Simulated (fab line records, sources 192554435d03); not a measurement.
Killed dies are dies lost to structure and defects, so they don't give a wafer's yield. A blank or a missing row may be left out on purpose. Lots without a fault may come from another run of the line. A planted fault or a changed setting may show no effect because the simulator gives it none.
Chamber matching | flow n5_finfet | N5_BEOL_M4_STRIP_36 on rie_diel-06: 3 sister chambers
The step strips in N2/H2. 3 wafers are shown with their chamber, then 5 later ones without.

WAFERS WITH THEIR CHAMBER
wafer  | chamber | drypump_motor_current_A (A)
L082.2 | 1       | 5.96
L088.2 | 3       | 5.29
L088.3 | 2       | 5.13

WAFERS WITHOUT THEIR CHAMBER
wafer  | drypump_motor_current_A (A)
L091.1 | 5.98
L091.5 | 5.30
L096.2 | 5.98
L096.3 | 5.26
L096.5 | 5.14

WHICH CHAMBER EACH WENT THROUGH
wafer  | from the rows above | in truth
L091.1 | 1                   | 1
L091.5 | 3                   | 3
L096.2 | 1                   | 1
L096.3 | 3                   | 3
L096.5 | 2                   | 2
Placed correctly: 5 of 5. Can't be placed from these rows: 0. Placed wrongly: 0.
How it was worked out, from the rows above alone: a wafer's distance from a chamber is the root of the sum, over the readings, of the square of ((its reading less the chamber's mean) divided by the reading's scatter). The wafer belongs to the nearest chamber; if the next one is less than 2 further off, it can't be placed. A chamber's mean is the mean of its shown wafers. The scatter: with one shown wafer a chamber, the root of the mean of the squares of how far each hidden wafer lies from its nearest shown one.
